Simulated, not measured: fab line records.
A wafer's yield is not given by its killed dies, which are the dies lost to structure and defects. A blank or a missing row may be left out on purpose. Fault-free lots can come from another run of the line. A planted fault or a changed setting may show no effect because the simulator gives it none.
Matching of chambers || flow nand-harc || NHARC_A_CONTACT_ETCH_110 on rie-diel-02 has 4 sister chambers
The step etches the open film in CF4/O2, target depth 60 nm, overetch 6 nm, time 33 s. 20 wafers are shown with their chamber, then 10 later ones without.

## WAFERS WITH THEIR CHAMBER
{"wafer": "L076.2", "chamber": 0, "showerhead-plenum-p-Torr (Torr)": 1.44, "drypump-motor-current-A (A)": 6.21, "rf-vpp-V (V)": 198.4}
{"wafer": "L076.3", "chamber": 3, "showerhead-plenum-p-Torr (Torr)": 1.24, "drypump-motor-current-A (A)": 5.62, "rf-vpp-V (V)": 195.4}
{"wafer": "L076.6", "chamber": 3, "showerhead-plenum-p-Torr (Torr)": 1.24, "drypump-motor-current-A (A)": 5.62, "rf-vpp-V (V)": 196.4}
{"wafer": "L074.2", "chamber": 2, "showerhead-plenum-p-Torr (Torr)": 1.39, "drypump-motor-current-A (A)": 6.39, "rf-vpp-V (V)": 198.9}
{"wafer": "L074.3", "chamber": 1, "showerhead-plenum-p-Torr (Torr)": 1.43, "drypump-motor-current-A (A)": 6.05, "rf-vpp-V (V)": 200.4}
{"wafer": "L074.4", "chamber": 1, "showerhead-plenum-p-Torr (Torr)": 1.43, "drypump-motor-current-A (A)": 6.02, "rf-vpp-V (V)": 200.6}
{"wafer": "L082.1", "chamber": 1, "showerhead-plenum-p-Torr (Torr)": 1.43, "drypump-motor-current-A (A)": 6.00, "rf-vpp-V (V)": 199.9}
{"wafer": "L082.5", "chamber": 0, "showerhead-plenum-p-Torr (Torr)": 1.44, "drypump-motor-current-A (A)": 6.21, "rf-vpp-V (V)": 199.9}
{"wafer": "L082.6", "chamber": 3, "showerhead-plenum-p-Torr (Torr)": 1.24, "drypump-motor-current-A (A)": 5.59, "rf-vpp-V (V)": 195.4}
{"wafer": "L083.3", "chamber": 3, "showerhead-plenum-p-Torr (Torr)": 1.24, "drypump-motor-current-A (A)": 5.59, "rf-vpp-V (V)": 195.3}
{"wafer": "L083.4", "chamber": 0, "showerhead-plenum-p-Torr (Torr)": 1.44, "drypump-motor-current-A (A)": 6.22, "rf-vpp-V (V)": 199.6}
{"wafer": "L083.6", "chamber": 1, "showerhead-plenum-p-Torr (Torr)": 1.43, "drypump-motor-current-A (A)": 5.99, "rf-vpp-V (V)": 200.8}
{"wafer": "L084.3", "chamber": 3, "showerhead-plenum-p-Torr (Torr)": 1.24, "drypump-motor-current-A (A)": 5.60, "rf-vpp-V (V)": 195.3}
{"wafer": "L084.4", "chamber": 1, "showerhead-plenum-p-Torr (Torr)": 1.43, "drypump-motor-current-A (A)": 6.00, "rf-vpp-V (V)": 198.6}
{"wafer": "L084.6", "chamber": 2, "showerhead-plenum-p-Torr (Torr)": 1.39, "drypump-motor-current-A (A)": 6.36, "rf-vpp-V (V)": 198.6}
{"wafer": "L088.2", "chamber": 2, "showerhead-plenum-p-Torr (Torr)": 1.38, "drypump-motor-current-A (A)": 6.40, "rf-vpp-V (V)": 198.1}
{"wafer": "L088.3", "chamber": 3, "showerhead-plenum-p-Torr (Torr)": 1.24, "drypump-motor-current-A (A)": 5.58, "rf-vpp-V (V)": 195.8}
{"wafer": "L088.5", "chamber": 0, "showerhead-plenum-p-Torr (Torr)": 1.44, "drypump-motor-current-A (A)": 6.20, "rf-vpp-V (V)": 200.1}
{"wafer": "L090.1", "chamber": 0, "showerhead-plenum-p-Torr (Torr)": 1.43, "drypump-motor-current-A (A)": 6.19, "rf-vpp-V (V)": 198.0}
{"wafer": "L090.2", "chamber": 1, "showerhead-plenum-p-Torr (Torr)": 1.43, "drypump-motor-current-A (A)": 6.03, "rf-vpp-V (V)": 200.7}

SIGNATURES (averages over the wafers above)
{"reading": "showerhead-plenum-p-Torr", "chamber 0": 1.4380, "chamber 1": 1.4300, "chamber 2": 1.3867, "chamber 3": 1.2400, "scatter within a chamber": 0.00303}
{"reading": "drypump-motor-current-A", "chamber 0": 6.2060, "chamber 1": 6.0150, "chamber 2": 6.3833, "chamber 3": 5.6000, "scatter within a chamber": 0.0183}
{"reading": "rf-vpp-V", "chamber 0": 199.200, "chamber 1": 200.167, "chamber 2": 198.533, "chamber 3": 195.600, "scatter within a chamber": 0.719}
Rule: a wafer's distance from a chamber is the root of the sum, over the readings, of the square of ((its reading less the chamber's mean) divided by the reading's scatter). If the next closest chamber is less than 2 further off than the closest, the wafer can't be placed; otherwise it belongs to the closest. How the scatter is found: for the shown wafers, subtract from each reading the mean of its chamber, square and add these, divide the total by (wafers less chambers), then take the root.

## WAFERS WITHOUT THEIR CHAMBER
{"wafer": "L090.3", "showerhead-plenum-p-Torr (Torr)": 1.38, "drypump-motor-current-A (A)": 6.37, "rf-vpp-V (V)": 200.1}
{"wafer": "L092.2", "showerhead-plenum-p-Torr (Torr)": 1.38, "drypump-motor-current-A (A)": 6.38, "rf-vpp-V (V)": 199.9}
{"wafer": "L092.4", "showerhead-plenum-p-Torr (Torr)": 1.43, "drypump-motor-current-A (A)": 6.05, "rf-vpp-V (V)": 199.3}
{"wafer": "L092.5", "showerhead-plenum-p-Torr (Torr)": 1.23, "drypump-motor-current-A (A)": 5.61, "rf-vpp-V (V)": 196.8}
{"wafer": "L095.2", "showerhead-plenum-p-Torr (Torr)": 1.43, "drypump-motor-current-A (A)": 6.01, "rf-vpp-V (V)": 199.1}
{"wafer": "L095.4", "showerhead-plenum-p-Torr (Torr)": 1.43, "drypump-motor-current-A (A)": 6.15, "rf-vpp-V (V)": 199.0}
{"wafer": "L095.5", "showerhead-plenum-p-Torr (Torr)": 1.43, "drypump-motor-current-A (A)": 6.18, "rf-vpp-V (V)": 200.3}
{"wafer": "L096.2", "showerhead-plenum-p-Torr (Torr)": 1.23, "drypump-motor-current-A (A)": 5.58, "rf-vpp-V (V)": 194.6}
{"wafer": "L096.4", "showerhead-plenum-p-Torr (Torr)": 1.38, "drypump-motor-current-A (A)": 6.37, "rf-vpp-V (V)": 197.7}
{"wafer": "L096.6", "showerhead-plenum-p-Torr (Torr)": 1.43, "drypump-motor-current-A (A)": 6.01, "rf-vpp-V (V)": 200.0}

## EACH ONE'S CHAMBER
{"wafer": "L090.3", "from the rows above": 2, "in truth": 2}
{"wafer": "L092.2", "from the rows above": 2, "in truth": 2}
{"wafer": "L092.4", "from the rows above": 1, "in truth": 1}
{"wafer": "L092.5", "from the rows above": 3, "in truth": 3}
{"wafer": "L095.2", "from the rows above": 1, "in truth": 1}
{"wafer": "L095.4", "from the rows above": 0, "in truth": 0}
{"wafer": "L095.5", "from the rows above": 0, "in truth": 0}
{"wafer": "L096.2", "from the rows above": 3, "in truth": 3}
{"wafer": "L096.4", "from the rows above": 2, "in truth": 2}
{"wafer": "L096.6", "from the rows above": 1, "in truth": 1}
Placed correctly: 10 of 10. Number that these rows cannot place: 0. 0 placed wrongly.
